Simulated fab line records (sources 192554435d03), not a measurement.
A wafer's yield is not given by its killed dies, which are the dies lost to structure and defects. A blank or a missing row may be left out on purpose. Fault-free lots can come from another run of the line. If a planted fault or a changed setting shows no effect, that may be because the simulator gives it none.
Split-lot trial :: flow n5 finfet :: 7 lots, 39 wafers read, on a route of 1938 steps

## ON THE SPLIT
At N5_HKMG_FIN_ALD_71 (deposits TiN, target thk 1 nm, pulse time 1 s, purge time 3 s), the setting ald cycles was moved away from the recipe's 47 on 18 of the 39 wafers read, by -55.3% to +53.2%. For the rest of the wafers, this setting stayed at what the recipe calls for.

The split's own step is where the reading is taken.

## THE READING
TiN_of_HKMG_FIN_ALD_71.thk nm (the simulator's own value, which no gauge read), in nm, at N5_HKMG_FIN_ALD_71 (deposits TiN, target thk 1 nm, pulse time 1 s, purge time 3 s). The file gives no usual value for it.

wafer: L074.1
tool, chamber at the split: ald metal-02, 2,3,0
ald cycles as run: 21
against the recipe: -55.3%
TiN_of_HKMG_FIN_ALD_71.thk nm, nm: 0.4
against lot-mates on the recipe: -0.6

wafer: L074.2
tool, chamber at the split: ald metal-02, 2,3,0
ald cycles as run: 21
against the recipe: -55.3%
TiN_of_HKMG_FIN_ALD_71.thk nm, nm: 0.4
against lot-mates on the recipe: -0.6

wafer: L074.6
tool, chamber at the split: ald metal-02, 2,3,0
ald cycles as run: 21
against the recipe: -55.3%
TiN_of_HKMG_FIN_ALD_71.thk nm, nm: 0.4
against lot-mates on the recipe: -0.6

wafer: L074.3
tool, chamber at the split: ald metal-02, 1,0,3
ald cycles as run: 47
against the recipe: recipe
TiN_of_HKMG_FIN_ALD_71.thk nm, nm: 1
against lot-mates on the recipe: -

wafer: L074.4
tool, chamber at the split: ald metal-02, 1,0,3
ald cycles as run: 47
against the recipe: recipe
TiN_of_HKMG_FIN_ALD_71.thk nm, nm: 1
against lot-mates on the recipe: -

wafer: L074.5
tool, chamber at the split: ald metal-02, 1,0,3
ald cycles as run: 47
against the recipe: recipe
TiN_of_HKMG_FIN_ALD_71.thk nm, nm: 1
against lot-mates on the recipe: -

wafer: L075.1
tool, chamber at the split: ald metal-01, 3,0,0
ald cycles as run: 47
against the recipe: recipe
TiN_of_HKMG_FIN_ALD_71.thk nm, nm: 1
against lot-mates on the recipe: -

wafer: L075.3
tool, chamber at the split: ald metal-01, 3,0,0
ald cycles as run: 47
against the recipe: recipe
TiN_of_HKMG_FIN_ALD_71.thk nm, nm: 1
against lot-mates on the recipe: -

wafer: L075.5
tool, chamber at the split: ald metal-01, 3,0,0
ald cycles as run: 47
against the recipe: recipe
TiN_of_HKMG_FIN_ALD_71.thk nm, nm: 1
against lot-mates on the recipe: -

wafer: L075.2
tool, chamber at the split: ald metal-01, 2
ald cycles as run: 62
against the recipe: +31.9%
TiN_of_HKMG_FIN_ALD_71.thk nm, nm: 1.2
against lot-mates on the recipe: +0.2

wafer: L075.4
tool, chamber at the split: ald metal-01, 3,2
ald cycles as run: 62
against the recipe: +31.9%
TiN_of_HKMG_FIN_ALD_71.thk nm, nm: 1.4
against lot-mates on the recipe: +0.4

wafer: L075.6
tool, chamber at the split: ald metal-01, 3,2
ald cycles as run: 62
against the recipe: +31.9%
TiN_of_HKMG_FIN_ALD_71.thk nm, nm: 1.4
against lot-mates on the recipe: +0.4

wafer: L077.1
tool, chamber at the split: ald metal-03, 2,3,1
ald cycles as run: 47
against the recipe: recipe
TiN_of_HKMG_FIN_ALD_71.thk nm, nm: 1
against lot-mates on the recipe: -

wafer: L077.2
tool, chamber at the split: ald metal-03, 2,3,1
ald cycles as run: 47
against the recipe: recipe
TiN_of_HKMG_FIN_ALD_71.thk nm, nm: 1
against lot-mates on the recipe: -

wafer: L077.4
tool, chamber at the split: ald metal-03, 2,3,1
ald cycles as run: 47
against the recipe: recipe
TiN_of_HKMG_FIN_ALD_71.thk nm, nm: 1
against lot-mates on the recipe: -

wafer: L077.3
tool, chamber at the split: ald metal-03, 0,3,2
ald cycles as run: 72
against the recipe: +53.2%
TiN_of_HKMG_FIN_ALD_71.thk nm, nm: 1.6
against lot-mates on the recipe: +0.6

wafer: L077.5
tool, chamber at the split: ald metal-03, 0,3,2
ald cycles as run: 72
against the recipe: +53.2%
TiN_of_HKMG_FIN_ALD_71.thk nm, nm: 1.6
against lot-mates on the recipe: +0.6

wafer: L077.6
tool, chamber at the split: ald metal-03, 0,3,2
ald cycles as run: 72
against the recipe: +53.2%
TiN_of_HKMG_FIN_ALD_71.thk nm, nm: 1.6
against lot-mates on the recipe: +0.6

wafer: L082.1
tool, chamber at the split: ald metal-03, 2,0,3
ald cycles as run: 47
against the recipe: recipe
TiN_of_HKMG_FIN_ALD_71.thk nm, nm: 1
against lot-mates on the recipe: -

wafer: L082.2
tool, chamber at the split: ald metal-03, 2,0,3
ald cycles as run: 47
against the recipe: recipe
TiN_of_HKMG_FIN_ALD_71.thk nm, nm: 1
against lot-mates on the recipe: -

wafer: L082.3
tool, chamber at the split: ald metal-03, 2,0,3
ald cycles as run: 47
against the recipe: recipe
TiN_of_HKMG_FIN_ALD_71.thk nm, nm: 1
against lot-mates on the recipe: -

wafer: L082.4
tool, chamber at the split: ald metal-03, 1
ald cycles as run: 32
against the recipe: -31.9%
TiN_of_HKMG_FIN_ALD_71.thk nm, nm: 0.8
against lot-mates on the recipe: -0.2

wafer: L082.5
tool, chamber at the split: ald metal-03, 2,1
ald cycles as run: 32
against the recipe: -31.9%
TiN_of_HKMG_FIN_ALD_71.thk nm, nm: 0.6
against lot-mates on the recipe: -0.4

wafer: L082.6
tool, chamber at the split: ald metal-03, 2,1
ald cycles as run: 32
against the recipe: -31.9%
TiN_of_HKMG_FIN_ALD_71.thk nm, nm: 0.6
against lot-mates on the recipe: -0.4

wafer: L083.1
tool, chamber at the split: ald metal-01, 1,2,3
ald cycles as run: 67
against the recipe: +42.6%
TiN_of_HKMG_FIN_ALD_71.thk nm, nm: 1.4
against lot-mates on the recipe: +0.4

wafer: L083.2
tool, chamber at the split: ald metal-01, 1,2,3
ald cycles as run: 67
against the recipe: +42.6%
TiN_of_HKMG_FIN_ALD_71.thk nm, nm: 1.4
against lot-mates on the recipe: +0.4

wafer: L083.4
tool, chamber at the split: ald metal-01, 1,2,3
ald cycles as run: 67
against the recipe: +42.6%
TiN_of_HKMG_FIN_ALD_71.thk nm, nm: 1.4
against lot-mates on the recipe: +0.4

wafer: L083.3
tool, chamber at the split: ald metal-01, 0,3,2
ald cycles as run: 47
against the recipe: recipe
TiN_of_HKMG_FIN_ALD_71.thk nm, nm: 1
against lot-mates on the recipe: -

wafer: L083.5
tool, chamber at the split: ald metal-01, 0,3,2
ald cycles as run: 47
against the recipe: recipe
TiN_of_HKMG_FIN_ALD_71.thk nm, nm: 1
against lot-mates on the recipe: -

wafer: L083.6
tool, chamber at the split: ald metal-01, 0,3,2
ald cycles as run: 47
against the recipe: recipe
TiN_of_HKMG_FIN_ALD_71.thk nm, nm: 1
against lot-mates on the recipe: -

wafer: L086.1
tool, chamber at the split: ald metal-02, 2,2,1
ald cycles as run: 47
against the recipe: recipe
TiN_of_HKMG_FIN_ALD_71.thk nm, nm: 1
against lot-mates on the recipe: -

wafer: L086.5
tool, chamber at the split: ald metal-02, 2,2,1
ald cycles as run: 47
against the recipe: recipe
TiN_of_HKMG_FIN_ALD_71.thk nm, nm: 1
against lot-mates on the recipe: -

wafer: L086.6
tool, chamber at the split: ald metal-02, 2,2,1
ald cycles as run: 47
against the recipe: recipe
TiN_of_HKMG_FIN_ALD_71.thk nm, nm: 1
against lot-mates on the recipe: -

wafer: L086.2
tool, chamber at the split: ald metal-02, 1,3,0
ald cycles as run: 72
against the recipe: +53.2%
TiN_of_HKMG_FIN_ALD_71.thk nm, nm: 1.6
against lot-mates on the recipe: +0.6

wafer: L086.3
tool, chamber at the split: ald metal-02, 1,3,0
ald cycles as run: 72
against the recipe: +53.2%
TiN_of_HKMG_FIN_ALD_71.thk nm, nm: 1.6
against lot-mates on the recipe: +0.6

wafer: L086.4
tool, chamber at the split: ald metal-02, 1,3,0
ald cycles as run: 72
against the recipe: +53.2%
TiN_of_HKMG_FIN_ALD_71.thk nm, nm: 1.6
against lot-mates on the recipe: +0.6

wafer: L093.3
tool, chamber at the split: ald metal-03, 2,0,1
ald cycles as run: 47
against the recipe: recipe
TiN_of_HKMG_FIN_ALD_71.thk nm, nm: 1
against lot-mates on the recipe: -

wafer: L093.4
tool, chamber at the split: ald metal-03, 2,0,1
ald cycles as run: 47
against the recipe: recipe
TiN_of_HKMG_FIN_ALD_71.thk nm, nm: 1
against lot-mates on the recipe: -

wafer: L093.6
tool, chamber at the split: ald metal-03, 2,0,1
ald cycles as run: 47
against the recipe: recipe
TiN_of_HKMG_FIN_ALD_71.thk nm, nm: 1
against lot-mates on the recipe: -
Rows listing several chambers each stand for several wafers; the file does not say which wafer went through which chamber.

THE FIT
A straight line over all 39 wafers: TiN_of_HKMG_FIN_ALD_71.thk nm changes by +0.0108 nm for each +1% of ald cycles; r = +0.99; the points scatter about the line by 0.043 nm.
The same after taking each lot's own level away (the mean of its wafers on the recipe; 39 wafers): +0.0108 nm for each +1%; r = +0.99; scatter 0.043 nm.
The reading moves by 0.6 nm for the largest change in ald cycles, on that fit.
The lots' own levels span 1.00 to 1.00 nm.
The two slopes agree, so the slope changes little with the lot-to-lot level.
Check: -0.596 nm against its lot-mates is what the line predicts for one of the wafers moved furthest among these (-55.3%) when that wafer is left out of the fit. It came out at -0.6 nm against them.

## THE OTHER SPLITS THESE WAFERS WENT THROUGH
These wafers also went through other splits before the reading. Each is held against what the fit with the lots' levels taken away leaves over:
other split on the same wafers: N5_FIN_SAQP_PECVD_06 time s
wafers away from the commonest value: 9
r with TiN_of_HKMG_FIN_ALD_71.thk nm (lot level and that fit taken away): -0.31

other split on the same wafers: N5_DUMMY_GATE_HM_DEP_06 time s
wafers away from the commonest value: 33
r with TiN_of_HKMG_FIN_ALD_71.thk nm (lot level and that fit taken away): +0.22

other split on the same wafers: N5_SD_EPI_N_ETCH_16 target depth a
wafers away from the commonest value: 12
r with TiN_of_HKMG_FIN_ALD_71.thk nm (lot level and that fit taken away): +0.19

## FILE'S OWN FIT
TiN_of_HKMG_FIN_ALD_71.thk nm changes by +0.0108 nm for each +1% of ald cycles, r = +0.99.
